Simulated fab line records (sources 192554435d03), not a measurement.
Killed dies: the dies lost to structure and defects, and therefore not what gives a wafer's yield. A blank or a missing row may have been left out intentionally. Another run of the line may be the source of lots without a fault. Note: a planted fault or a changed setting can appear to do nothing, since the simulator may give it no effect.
fab line records	flow n5-finfet	part 1 of 2: steps 1 to 20 of 33
record lots=5	wafers=15	last-day=17
route steps=1938 shown BEOL_M5@1117
lots that met no fault: taken from a fault-free run of the same line
start-h: start of the lot's first displayed wafer, in hours after the record's first day	wait-h: hours from the lot's prior step to this one	" same as the row above	L1.1+2: a row that stands for several wafers	- no value present, or no start provided	* or withheld: withheld	< > ~ a bound
route shown NAME@n: a module of which the file shows steps, and the number in the route of the first	usual: average and standard deviation across the fault-free wafers	same: alike in all rows	chamber/n: place in a boat	sites: the reading at each site	_std_site: how widely they spread, as a standard deviation	_edge_site: outer sites' mean less inner sites'	radius-mm: how far each site lies from the wafer's centre	mask NAME#n: copy n	behind: the tool/chamber that last shaped the wafer	hold: reason for holding the lot/hours on hold/outcome of the hold	device: transistor that didn't switch, given as n, p or np	end of line: the route-end tests of the same wafers	a step without rows: its recipe alone	killed: dies lost to structure and defects at the first sort, not the wafer's yield	map: the dies of a wafer, with x for killed, . for not killed, _ for no die there
set.NAME: setting as actually run; set.NAME@STEP: the setting as run at that earlier step	model.NAME: the simulator's own value behind a step, which no gauge read
lots at selected steps of the route; one table per step, one row per wafer
services: from which hour (start-h, from the record's first day; less than 0 if before it) a tool's chamber was out of use, for how many hours, and why
## steps
# step N5_BEOL_M5_COAT_59
# recipe resist=SOC	temp-c=250	time-s=60	spin-rpm=1500	resist-thk-nm=60
# usual spin-speed-rpm=1500.0/0.9
lot.wafer	tool	chamber	start-h	wait-h	spin-speed-rpm
L075.3	litho-track-02	0	177.04	0.1	1499.1
L075.4	"	0	"	"	1499.4
L075.6	"	0	"	"	1500.9
L078.1	litho-track-02	0	198.38	0.1	1499.7
L078.5	"	0	"	"	1500.4
L078.6	"	0	"	"	1501.4
L088.1	litho-track-05	0	254.85	0.1	1500.1
L088.3	"	0	"	"	1500.1
L088.4	"	0	"	"	1499.8
L092.1	litho-track-02	0	287.43	0.1	1500.8
L092.3	"	0	"	"	1499.9
L092.5	"	0	"	"	1499.6
L094.2	litho-track-01	0	291.48	0.1	1499.7
L094.3	"	0	"	"	1498.6
L094.4	"	0	"	"	1499.0
# step N5_BEOL_M5_COAT_60
# recipe resist=SiARC	temp-c=220	time-s=60	spin-rpm=1500	resist-thk-nm=12
# usual spin-speed-rpm=1499.9/0.82
lot.wafer	tool	chamber	start-h	wait-h	spin-speed-rpm
L075.3	litho-track-02	0	-	-	1499.6
L075.4	"	0	"	"	1499.5
L075.6	"	0	"	"	1499.1
L078.1	litho-track-02	0	-	-	1500.6
L078.5	"	0	"	"	1501.1
L078.6	"	0	"	"	1499.9
L088.1	litho-track-05	0	-	-	1500.7
L088.3	"	0	"	"	1500.8
L088.4	"	0	"	"	1500.6
L092.1	litho-track-02	0	-	-	1499.3
L092.3	"	0	"	"	1499.9
L092.5	"	0	"	"	1500.6
L094.2	litho-track-01	0	-	-	1500.0
L094.3	"	0	"	"	1501.2
L094.4	"	0	"	"	1499.7
# step N5_BEOL_M5_COAT_71
# recipe resist=underlayer	temp-c=205	time-s=60	spin-rpm=1500	resist-thk-nm=5
# usual spin-speed-rpm=1500.0/0.95
lot.wafer	tool	chamber	start-h	wait-h	spin-speed-rpm
L075.3	litho-track-02	0	-	-	1498.7
L075.4	"	0	"	"	1500.5
L075.6	"	0	"	"	1500.1
L078.1	litho-track-02	0	-	-	1501.7
L078.5	"	0	"	"	1501.1
L078.6	"	0	"	"	1500.0
L088.1	litho-track-05	0	-	-	1499.2
L088.3	"	0	"	"	1500.8
L088.4	"	0	"	"	1499.3
L092.1	litho-track-02	0	-	-	1501.0
L092.3	"	0	"	"	1499.2
L092.5	"	0	"	"	1497.8
L094.2	litho-track-01	0	-	-	1498.9
L094.3	"	0	"	"	1500.8
L094.4	"	0	"	"	1500.6
# step N5_BEOL_M5_COAT_05
# recipe resist=CAR-EUV	spin-rpm=1500	resist-thk-nm=30
# usual spin-speed-rpm=1499.8/0.93
lot.wafer	tool	chamber	start-h	wait-h	spin-speed-rpm
L075.3	litho-track-02	0	-	-	1498.3
L075.4	"	0	"	"	1500.1
L075.6	"	0	"	"	1499.3
L078.1	litho-track-02	0	-	-	1501.4
L078.5	"	0	"	"	1499.0
L078.6	"	0	"	"	1499.7
L088.1	litho-track-05	0	-	-	1499.4
L088.3	"	0	"	"	1500.4
L088.4	"	0	"	"	1499.0
L092.1	litho-track-02	0	-	-	1499.7
L092.3	"	0	"	"	1501.2
L092.5	"	0	"	"	1500.5
L094.2	litho-track-01	0	-	-	1499.0
L094.3	"	0	"	"	1500.0
L094.4	"	0	"	"	1500.7
# step N5_BEOL_M5_EBR_07
# recipe solvent=PGMEA	ebr-width-mm=1.5
lot.wafer	tool	chamber	start-h	wait-h
L075.3+4+6	litho-track-02	0	-	-
L078.1+5+6	litho-track-02	0	-	-
L088.1+3+4	litho-track-05	0	-	-
L092.1+3+5	litho-track-02	0	-	-
L094.2+3+4	litho-track-01	0	-	-
# step N5_BEOL_M5_SOFTBAKE_06
# recipe temp-c=110	time-s=60	resist=CAR-EUV
lot.wafer	tool	chamber	start-h	wait-h
L075.3+4+6	litho-track-02	0	-	-
L078.1+5+6	litho-track-02	0	-	-
L088.1+3+4	litho-track-05	0	-	-
L092.1+3+5	litho-track-02	0	-	-
L094.2+3+4	litho-track-01	0	-	-
# step N5_BEOL_M5_EXPOSE_08
# recipe mask-id=M5	na=0.33	source-shape=annular	sigma-inner=0.4	sigma-outer=0.8	polarization=unpolarized	target-cd-nm=28	dose-mj=35.75
lot.wafer	tool	chamber	start-h	wait-h	mask
L075.3+4+6	euv-scanner-01	0	177.19	-	M5#0
L078.1+5+6	euv-scanner-02	0	198.64	-	M5#0
L088.1+3+4	euv-scanner-01	0	254.99	-	M5#0
L092.1+3+5	euv-scanner-02	0	287.57	-	M5#0
L094.2+3+4	euv-scanner-02	0	291.63	-	M5#0
# step N5_BEOL_M5_PEB_09
# recipe peb-temp-c=100	peb-time-s=60	resist=CAR-EUV
lot.wafer	tool	chamber	start-h	wait-h
L075.3+4+6	litho-track-01	0	177.24	0.0
L078.1+5+6	litho-track-02	0	198.71	0.1
L088.1+3+4	litho-track-02	0	255.05	0.1
L092.1+3+5	litho-track-02	0	287.63	0.1
L094.2+3+4	litho-track-02	0	291.68	0.0
# step N5_BEOL_M5_DEVELOP_10
# recipe develop-time-s=30	developer=TMAH	resist=CAR-EUV	rinse-liquid=surfactant-rinse	dry=air-spin	dev-temp-c=23
lot.wafer	tool	chamber	start-h	wait-h
L075.3+4+6	litho-track-01	0	-	-
L078.1+5+6	litho-track-02	0	-	-
L088.1+3+4	litho-track-02	0	-	-
L092.1+3+5	litho-track-02	0	-	-
L094.2+3+4	litho-track-02	0	-	-
# step N5_BEOL_M5_CD_MEAS_11
# recipe target-cd-nm=27.74	landing-energy-ev=500	detector=se-inlens
# usual cd-nm=27.91/0.24
lot.wafer	tool	chamber	start-h	wait-h	cd-nm
L075.3	cd-sem-03	0	177.31	-	27.68
L075.4	"	0	"	"	27.76
L075.6	"	0	"	"	28.00
L078.1	cd-sem-02	0	198.77	-	28.41
L078.5	"	0	"	"	27.69
L078.6	"	0	"	"	27.62
L088.1	cd-sem-01	0	255.12	-	27.75
L088.3	"	0	"	"	27.95
L088.4	"	0	"	"	27.79
L092.1	cd-sem-02	0	287.69	-	27.81
L092.3	"	0	"	"	28.04
L092.5	"	0	"	"	27.94
L094.2	cd-sem-03	0	291.75	-	27.92
L094.3	"	0	"	"	27.84
L094.4	"	0	"	"	28.27
# step N5_BEOL_M5_OVL_MEAS_12
# recipe points-per-wafer=522
# usual M5_OVL=0.3/0.71
lot.wafer	tool	chamber	start-h	wait-h	M5_OVL[nm]
L075.3	overlay-01	0	177.35	0.0	2.3
L075.4	"	0	"	"	0.9
L075.6	"	0	"	"	0.2
L078.1	overlay-02	0	198.80	0.0	0.1
L078.5	"	0	"	"	0.7
L078.6	"	0	"	"	-0.5
L088.1	overlay-01	0	255.15	0.0	0.4
L088.3	"	0	"	"	0.1
L088.4	"	0	"	"	1.0
L092.1	overlay-02	0	287.72	0.0	1.1
L092.3	"	0	"	"	1.2
L092.5	"	0	"	"	1.1
L094.2	overlay-02	0	291.78	0.0	1.1
L094.3	"	0	"	"	0.4
L094.4	"	0	"	"	0.8
# step N5_BEOL_M5_INSPECT_13
# recipe mode=adi	inspect-instrument=brightfield
# usual raw-defect-count=439/100
lot.wafer	tool	chamber	start-h	wait-h	raw-defect-count
L075.3	defect-inspect-02	-	177.40	0.0	384
L075.4	"	-	"	"	332
L075.6	"	-	"	"	380
L078.1	defect-inspect-02	-	198.86	0.1	478
L078.5	"	-	"	"	543
L078.6	"	-	"	"	452
L088.1	defect-inspect-02	-	255.21	0.1	545
L088.3	"	-	"	"	425
L088.4	"	-	"	"	466
L092.1	defect-inspect-01	-	287.78	0.1	757
L092.3	"	-	"	"	499
L092.5	"	-	"	"	499
L094.2	defect-inspect-01	-	291.84	0.0	350
L094.3	"	-	"	"	498
L094.4	"	-	"	"	600
# step N5_BEOL_M5_DESCUM_16
# recipe chemistry=O2	time-s=7	source-power-w=50	bias-power-w=20	pressure-mtorr=20	rf-frequency-hz=2.712e+07	temp-c=40	resist=CAR-EUV	o2-flow-sccm=225
# usual bias-power-w=20.00/0.064	drypump-motor-current-A=5.9/0.48	o2-flow-sccm=225.0/0.69	oes-product-au=0.83/0.095	rf-vpp-V=243.1/1.2	showerhead-plenum-p-Torr=2.09/0.065	throttle-valve-pct=20.36/0.25
lot.wafer	tool	chamber	start-h	wait-h	bias-power-w	drypump-motor-current-A	o2-flow-sccm	oes-product-au	rf-hours-counter-h	rf-vpp-V	showerhead-plenum-p-Torr	throttle-valve-pct
L075.3	rie-diel-03	1	177.67	0.3	19.92	5.6	226.0	0.77	174	241.3	1.99	20.66
L075.4	"	2	"	"	19.95	6.6	225.1	0.96	10	245.0	2.16	20.22
L075.6	"	2	"	"	19.94	6.6	224.8	0.98	-	244.4	2.16	20.19
L078.1	rie-diel-02	2	198.90	0.0	20.02	6.1	225.1	1.00	2	243.0	2.05	20.34
L078.5	"	2	"	"	20.00	6.1	224.9	0.99	-	243.7	2.05	20.32
L078.6	"	1	"	"	19.99	6.6	225.0	0.80	-	243.7	2.12	20.23
L088.1	rie-diel-02	2	255.24	0.0	19.94	6.1	225.0	0.93	18	241.7	2.05	20.34
L088.3	"	0	"	"	19.98	6.3	225.2	0.68	235	245.6	2.16	20.26
L088.4	"	3	"	"	19.96	5.3	226.0	0.82	76	241.4	2.02	20.21
L092.1	rie-diel-02	3	288.09	0.3	19.96	5.3	224.8	0.80	85	241.9	2.02	20.23
L092.3	"	0	"	"	19.95	6.2	224.2	0.67	244	243.3	2.15	20.28
L092.5	"	3	"	"	20.06	5.3	225.4	0.81	-	241.5	2.02	20.23
L094.2	rie-diel-06	3	292.08	0.2	19.91	5.4	224.6	0.86	70	245.5	2.22	20.31
L094.3	"	1	"	"	19.96	5.5	224.9	0.90	40	243.9	2.04	20.24
L094.4	"	0	"	"	20.18	6.1	224.2	0.80	113	243.8	2.13	20.76
# step N5_BEOL_M5_ETCH_72
# recipe chemistry=N2/H2	target=underlayer	target-depth-a=65	mask-material=CAR-EUV	time-s=5.2	ion-energy-ev=200	pressure-mtorr=30	source-w=840	bias-w=150	n2-flow-sccm=200	h2-flow-sccm=200	ends=cleared
# usual drypump-motor-current-A=5.9/0.47	etch-rf-on-time-s=5.28/0.19	oes-product-au=0.70/0.082	rf-vpp-V=523.7/2.3	showerhead-plenum-p-Torr=2.54/0.07	throttle-valve-pct=17.76/0.3
lot.wafer	tool	chamber	start-h	wait-h	drypump-motor-current-A	etch-rf-on-time-s	oes-product-au	rf-hours-counter-h	rf-vpp-V	showerhead-plenum-p-Torr	throttle-valve-pct
L075.3	rie-diel-03	1	177.71	0.0	5.7	5.14	0.65	174	522.4	2.39	17.84
L075.4	"	2	"	"	6.6	5.32	0.80	10	527.8	2.58	17.32
L075.6	"	2	"	"	6.6	5.29	0.81	-	523.1	2.58	17.30
L078.1	rie-diel-02	2	198.93	0.0	6.1	5.18	0.84	2	522.3	2.53	18.11
L078.5	"	2	"	"	6.1	5.23	0.83	-	522.2	2.53	18.14
L078.6	"	1	"	"	6.6	5.30	0.68	-	524.7	2.56	17.62
L088.1	rie-diel-02	2	255.28	0.0	6.1	5.19	0.79	18	522.1	2.52	18.15
L088.3	"	0	"	"	6.3	5.35	0.57	235	525.7	2.59	17.55
L088.4	"	3	"	"	5.2	5.23	0.68	76	520.8	2.47	17.58
L092.1	rie-diel-02	3	288.13	0.0	5.3	5.18	0.69	85	520.4	2.46	17.62
L092.3	"	0	"	"	6.3	5.41	0.56	244	523.7	2.58	17.54
L092.5	"	3	"	"	5.3	5.23	0.68	-	520.8	2.46	17.59
L094.2	rie-diel-06	3	292.11	0.0	5.4	5.33	0.70	70	528.5	2.68	17.49
L094.3	"	1	"	"	5.5	5.03	0.76	40	523.6	2.49	17.77
L094.4	"	0	"	"	6.0	5.09	0.68	113	523.9	2.57	18.08
# step N5_BEOL_M5_ETCH_61
# recipe chemistry=CF4	target=SiARC	target-depth-a=156	mask-material=CAR-EUV	time-s=26	ion-energy-ev=80	pressure-mtorr=40	source-w=545	bias-w=36	Ar_flow_sccm=100	cf4-flow-sccm=100	ends=cleared
# usual drypump-motor-current-A=5.9/0.47	etch-rf-on-time-s=26.4/0.92	oes-product-au=0.70/0.081	rf-vpp-V=184.0/1.1	showerhead-plenum-p-Torr=2.14/0.057	throttle-valve-pct=15.56/0.29
lot.wafer	tool	chamber	start-h	wait-h	drypump-motor-current-A	etch-rf-on-time-s	oes-product-au	rf-hours-counter-h	rf-vpp-V	showerhead-plenum-p-Torr	throttle-valve-pct
L075.3	rie-diel-03	1	177.72	0.0	5.7	25.6	0.64	174	183.0	2.06	15.99
L075.4	"	2	"	"	6.6	26.8	0.80	10	183.4	2.19	15.35
L075.6	"	2	"	"	6.6	26.7	0.80	-	185.6	2.19	15.33
L078.1	rie-diel-02	2	198.95	0.0	6.1	26.3	0.83	2	183.6	2.11	15.49
L078.5	"	2	"	"	6.1	26.1	0.83	-	183.9	2.11	15.51
L078.6	"	1	"	"	6.6	27.3	0.67	-	183.6	2.16	15.42
L088.1	rie-diel-02	2	255.29	0.0	6.1	26.2	0.79	18	183.4	2.11	15.52
L088.3	"	0	"	"	6.2	26.4	0.57	235	184.6	2.22	15.62
L088.4	"	3	"	"	5.2	25.7	0.71	76	181.9	2.09	15.48
L092.1	rie-diel-02	3	288.14	0.0	5.2	25.7	0.69	85	183.3	2.08	15.46
L092.3	"	0	"	"	6.2	26.7	0.56	244	185.2	2.21	15.62
L092.5	"	3	"	"	5.2	25.8	0.69	-	182.1	2.08	15.48
L094.2	rie-diel-06	3	292.13	0.0	5.4	26.6	0.71	70	184.8	2.25	15.35
L094.3	"	1	"	"	5.5	25.0	0.76	40	183.6	2.10	15.41
L094.4	"	0	"	"	6.0	25.1	0.69	113	184.7	2.16	15.85
# step N5_BEOL_M5_ETCH_62
# recipe chemistry=N2/H2	target=SOC	target-depth-a=750	overetch-a=150	mask-material=SiARC	temp-c=40	time-s=112.5	ion-energy-ev=200	pressure-mtorr=30	source-w=840	bias-w=150	n2-flow-sccm=200	h2-flow-sccm=200
# usual drypump-motor-current-A=5.9/0.48	oes-product-au=0.65/0.07	rf-vpp-V=523.7/2.2	showerhead-plenum-p-Torr=2.54/0.07	throttle-valve-pct=17.72/0.3
lot.wafer	tool	chamber	start-h	wait-h	drypump-motor-current-A	oes-product-au	rf-hours-counter-h	rf-vpp-V	showerhead-plenum-p-Torr	throttle-valve-pct
L075.3	rie-diel-03	1	177.75	0.0	5.7	0.59	174	521.9	2.39	17.82
L075.4	"	2	"	"	6.6	0.74	10	525.4	2.58	17.27
L075.6	"	2	"	"	6.6	0.75	-	525.5	2.58	17.28
L078.1	rie-diel-02	2	198.98	0.0	6.1	0.78	2	523.3	2.53	18.06
L078.5	"	2	"	"	6.1	0.77	-	523.3	2.53	18.08
L078.6	"	1	"	"	6.7	0.63	-	524.4	2.56	17.57
L088.1	rie-diel-02	2	255.32	0.0	6.1	0.74	18	522.2	2.52	18.10
L088.3	"	0	"	"	6.2	0.54	235	525.7	2.59	17.50
L088.4	"	3	"	"	5.3	0.64	76	521.1	2.47	17.55
L092.1	rie-diel-02	3	288.17	0.0	5.3	0.63	85	522.6	2.46	17.56
L092.3	"	0	"	"	6.3	0.53	244	526.8	2.58	17.51
L092.5	"	3	"	"	5.3	0.63	-	522.2	2.46	17.55
L094.2	rie-diel-06	3	292.16	0.0	5.4	0.67	70	527.9	2.67	17.46
L094.3	"	1	"	"	5.5	0.69	40	524.2	2.49	17.75
L094.4	"	0	"	"	6.1	0.62	113	523.6	2.57	18.04
# step N5_BEOL_M5_STRIP_63
# recipe chemistry=N2/H2	temp-c=40	n2-flow-sccm=200	h2-flow-sccm=200	rf-frequency-hz=6e+07
lot.wafer	tool	chamber	start-h	wait-h
L075.3+4+6	rie-diel-03	1,2,2	177.86	0.1
L078.1+5+6	rie-diel-02	2,2,1	199.08	0.1
L088.1+3+4	rie-diel-02	2,0,3	255.43	0.1
L092.1+3+5	rie-diel-02	3,0,3	288.28	0.1
L094.2+3+4	rie-diel-06	3,1,0	292.26	0.1
# step N5_BEOL_M5_STRIP_73
# recipe chemistry=N2/H2	temp-c=40	n2-flow-sccm=200	h2-flow-sccm=200	rf-frequency-hz=6e+07
lot.wafer	tool	chamber	start-h	wait-h
L075.3+4+6	rie-diel-03	1,2,2	177.87	0.0
L078.1+5+6	rie-diel-02	2,2,1	199.09	0.0
L088.1+3+4	rie-diel-02	2,0,3	255.44	0.0
L092.1+3+5	rie-diel-02	3,0,3	288.29	0.0
L094.2+3+4	rie-diel-06	3,1,0	292.27	0.0
# step N5_BEOL_M5_STRIP_64
# recipe chemistry=CF4	resist=SiARC	power-w=300	bias-power-w=75	pressure-mtorr=50	cf4-flow-sccm=150	rf-frequency-hz=6e+07
# usual bias-power-w=75.00/0.26	drypump-motor-current-A=5.9/0.47	oes-product-au=0.81/0.087	rf-vpp-V=271.0/1.4	showerhead-plenum-p-Torr=1.80/0.046	throttle-valve-pct=13.5/0.32
lot.wafer	tool	chamber	start-h	wait-h	bias-power-w	drypump-motor-current-A	oes-product-au	rf-hours-counter-h	rf-vpp-V	showerhead-plenum-p-Torr	throttle-valve-pct
L075.3	rie-diel-03	1	177.88	0.0	74.96	5.7	0.74	174	269.7	1.74	14.0
L075.4	"	2	"	"	75.31	6.6	0.93	10	272.1	1.83	13.3
L075.6	"	2	"	"	75.14	6.6	0.93	-	272.4	1.83	13.3
L078.1	rie-diel-02	2	199.10	0.0	75.18	6.1	0.97	2	270.1	1.77	13.4
L078.5	"	2	"	"	75.06	6.1	0.97	-	270.6	1.77	13.4
L078.6	"	1	"	"	74.97	6.6	0.79	-	272.3	1.82	13.4
L088.1	rie-diel-02	2	255.45	0.0	74.95	6.1	0.91	18	271.6	1.76	13.5
L088.3	"	0	"	"	75.01	6.3	0.67	235	272.1	1.86	13.6
L088.4	"	3	"	"	75.11	5.2	0.81	76	270.5	1.75	13.4
L092.1	rie-diel-02	3	288.30	0.0	74.90	5.3	0.80	86	271.6	1.75	13.5
L092.3	"	0	"	"	75.34	6.3	0.67	244	271.7	1.86	13.7
L092.5	"	3	"	"	75.33	5.3	0.79	-	269.2	1.75	13.5
L094.2	rie-diel-06	3	292.28	0.0	74.87	5.4	0.82	70	272.3	1.87	13.3
L094.3	"	1	"	"	74.78	5.5	0.87	40	271.2	1.76	13.4
L094.4	"	0	"	"	75.09	6.0	0.79	113	270.8	1.81	13.8
# step N5_BEOL_M5_HM_OPEN_17
# recipe chemistry=Cl2/BCl3	target-depth-a=200	overetch-a=60	target=TiN	mask-material=SOC	ion-energy-ev=150	pressure-mtorr=10	icp-w=1000	bias-w=126	Cl2_flow_sccm=53.25	bcl3-flow-sccm=21.75	Ar_flow_sccm=25
# usual drypump-motor-current-A=5.8/0.46	oes-product-au=0.64/0.05	throttle-valve-pct=22.36/0.2
lot.wafer	tool	chamber	start-h	wait-h	drypump-motor-current-A	oes-product-au	rf-hours-counter-h	throttle-valve-pct
L075.3	rie-metal-01	0	177.96	0.1	5.6	0.66	-	22.25
L075.4	"	1	"	"	4.9	0.68	-	21.98
L075.6	"	0	"	"	5.6	0.65	-	22.25
L078.1	rie-metal-02	0	199.14	0.0	6.0	0.60	76	22.57
L078.5	"	0	"	"	6.0	0.60	-	22.56
L078.6	"	1	"	"	6.3	0.67	-	22.44
L088.1	rie-metal-01	1	255.55	0.1	4.9	0.66	39	21.98
L088.3	"	1	"	"	4.9	0.67	-	22.00
L088.4	"	0	"	"	5.7	0.63	-	22.29
L092.1	rie-metal-02	0	288.34	0.0	6.0	0.59	84	22.60
L092.3	"	1	"	"	6.3	0.65	-	22.46
L092.5	"	0	"	"	5.9	0.59	-	22.60
L094.2	rie-metal-02	0	292.33	0.0	6.0	0.59	85	22.59
L094.3	"	0	"	"	6.0	0.59	-	22.59
L094.4	"	1	"	"	6.3	0.65	-	22.47
